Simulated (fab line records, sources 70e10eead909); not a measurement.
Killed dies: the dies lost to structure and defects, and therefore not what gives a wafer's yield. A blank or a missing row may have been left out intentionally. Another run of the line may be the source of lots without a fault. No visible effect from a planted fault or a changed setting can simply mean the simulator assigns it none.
Struck lot and sound lot, side by side || flow nand_harc || 15 out of 1159 route steps
Sound: the wafers L216.2, L216.4, L216.6. Struck: wafer L206.5 (left out: L206.1, L206.6 of the same lot, which were not struck); the cause appears at the end.
For every step that has rows: the tool of each side, followed by ch and its chambers, followed by its first start. Under that, the readings that differ: sound wafers || struck wafers || difference of the means || sigmas: that difference in standard deviations of wafers without a fault.
alike: readings with means less than 2 such deviations apart, plus words and numbers identical on both sides. not compared: withheld readings, readings lacking a value on some wafer, bounds such as >300 that could conceal the same value, and numbers that have no deviation in the record and whose values overlap.
Wherever a step has rows on one side only, a row that says differs or no value, or a row with sigmas, the two part there. When numbers do not overlap yet have no deviation, they are printed without sigmas and do not part them. Lack of a reading on every wafer of one side parts them only where that side has two or more wafers.

first, 1 step without rows for these wafers: NHARC_A_ONON_D1_DEP_12 (target thk 1000 nm).
NHARC_A_ONON_D1_THK_MEAS_14: measures by ellipsometry.
  sound on film_metro-01, day 12 07:50; struck on film_metro-02, day 11 12:54
  alike: thk_nm
then, 2 steps without rows for these wafers: NHARC_A_ONON_D1_ANNEAL_15 (time 3600 s); NHARC_A_ONON_D1_DEP_16 (target thk 1000 nm).
NHARC_A_ONON_D1_THK_MEAS_18: measures by ellipsometry.
  sound on film_metro-02, day 12 14:56; struck on film_metro-01, day 11 20:08
  alike: thk_nm
following that, 1 step holds no rows for these wafers, namely NHARC_A_ONON_D1_DEP_19 (target thickness 1000 nm).
NHARC_A_ONON_D1_THK_MEAS_21: measures by ellipsometry.
  sound on film_metro-01, day 12 15:30; struck on film_metro-02, day 11 20:42
  alike: thk_nm
following that, 1 step holds no rows for these wafers, namely NHARC_A_ONON_D1_DEP_22 (target thickness 1000 nm).
NHARC_A_ONON_D1_THK_MEAS_24: measures by ellipsometry.
  sound on film_metro-02, day 12 16:04; struck on film_metro-02, day 11 21:16
  alike: thk_nm
following that, 1 step holds no rows for these wafers, namely NHARC_A_ONON_D1_DEP_25 (target thickness 1000 nm).
NHARC_A_ONON_D1_THK_MEAS_27: measures by ellipsometry.
  sound on film_metro-01, day 12 16:39; struck on film_metro-01, day 11 21:50
{"reading": "thk_nm (nm)", "sound": "987 986 986", "struck": 1018, "difference": "+32", "sigmas": "+3"}
NHARC_A_ONON_D1_DEP_28: target thk 1000 nm.
  sound on pecvd_onon-01 ch 0, day 12 16:46; struck on pecvd_onon-02 ch 0, day 11 21:53
  alike: n2_flow_sccm
NHARC_A_ONON_D1_THK_MEAS_30: measures by ellipsometry.
  sound on film_metro-01, day 12 17:14; struck on film_metro-01, day 11 22:23
{"reading": "thk_nm (nm)", "sound": "995 997 994", "struck": 655, "difference": -340, "sigmas": -34}
NHARC_A_ONON_D1_DEP_33: deposits SiO2, target thk 200 nm.
  sound on pecvd-01 ch 0,2, day 12 17:20; struck on pecvd-03 ch 0, day 11 22:30
  alike: heater_power_outer_w, heater_power_w, throttle_valve_pct
-- jump in the record: it breaks off in module A_ONON_D1 and resumes in module END (first step shown: number 1159 of the route), and 11 days separate the struck wafers' starts before and after --
NHARC_END_SORT_01:
  the record has rows for the struck wafers here (prober-01 ch 0, day 22 18:34) and none for the sound ones

== WHERE THEY PART ==
First at NHARC_A_ONON_D1_THK_MEAS_27; last, within this record, at NHARC_END_SORT_01.

WHY: whatever the simulator had introduced
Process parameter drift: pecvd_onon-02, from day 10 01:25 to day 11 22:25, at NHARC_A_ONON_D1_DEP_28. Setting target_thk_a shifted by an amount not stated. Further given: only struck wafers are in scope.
